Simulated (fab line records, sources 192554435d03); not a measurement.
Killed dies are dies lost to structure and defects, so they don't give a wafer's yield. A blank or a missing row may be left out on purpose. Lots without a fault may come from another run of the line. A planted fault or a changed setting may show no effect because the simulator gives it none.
Which tool did it? | flow n5_finfet | 11 lots, 33 wafers sampled, at 2 steps of a route of 1938

WHAT THE GAUGES READ, wafer by wafer
N5_BEOL_M1_INSPECT_13: inspects for defects (brightfield).
lot  | measured     | on                | raw_defect_count
L075 | day 7 15:17  | defect_inspect-02 | 507 436 460
L080 | day 7 17:43  | defect_inspect-01 | 477 583 400
L078 | day 7 21:43  | defect_inspect-02 | 393 305 332
L082 | day 7 23:02  | defect_inspect-01 | 593 472 527
L084 | day 8 12:14  | defect_inspect-01 | 432 276 302
L086 | day 9 09:30  | defect_inspect-01 | 355 404 325
L087 | day 9 11:53  | defect_inspect-01 | 485 492 626
L091 | day 10 17:28 | defect_inspect-02 | 382 408 335
L093 | day 10 23:29 | defect_inspect-01 | 453 455 265
L095 | day 11 11:19 | defect_inspect-02 | 526 448 418
L097 | day 12 04:06 | defect_inspect-02 | 295 328 316

WHICH TOOL RAN EACH LOT (tool, then ch and the chambers of the sampled wafers, then the start)
lot  | N5_BEOL_M0_CO_CAP_123
L075 | cvd_co-02 ch 1,2, day 7 14:23
L080 | cvd_co-01 ch 1,2, day 7 16:16
L078 | cvd_co-02 ch 0,2, day 7 19:39
L082 | cvd_co-01 ch 0,1,2, day 7 22:04
L084 | cvd_co-02 ch 0,1,2, day 8 10:40
L086 | cvd_co-01 ch 1,2, day 9 08:05
L087 | cvd_co-02 ch 0,2, day 9 10:54
L091 | cvd_co-01 ch 1,2, day 10 16:15
L093 | cvd_co-01 ch 0,1,2, day 10 21:04
L095 | cvd_co-01 ch 0,1,2, day 11 10:04
L097 | cvd_co-01 ch 1,2, day 12 02:08
- N5_BEOL_M0_CO_CAP_123: material Co, precursor CCTBA/H2, target thk 2 nm, time 102.1 s.

THE ANSWER, worked out from the rows above alone
Rule: what is usual is taken from the lots themselves. Put in order of their means at a reading, lots are off if they are a third of the lots or fewer, leave a main group of 4 or more, and stand apart from it by a gap of 3 or more times the standard deviation of the main group's means; of several such gaps the widest counts. A main group whose means are all the same, to the digits that the tables above print for the reading, isn't used. A lot without any number at a reading at which 4 lots or more have one is off too. The other lots that the step has rows for count as sound.
No lot is off at any reading shown: from this, nothing can be told.

WHAT THE SIMULATOR HAD PUT IN
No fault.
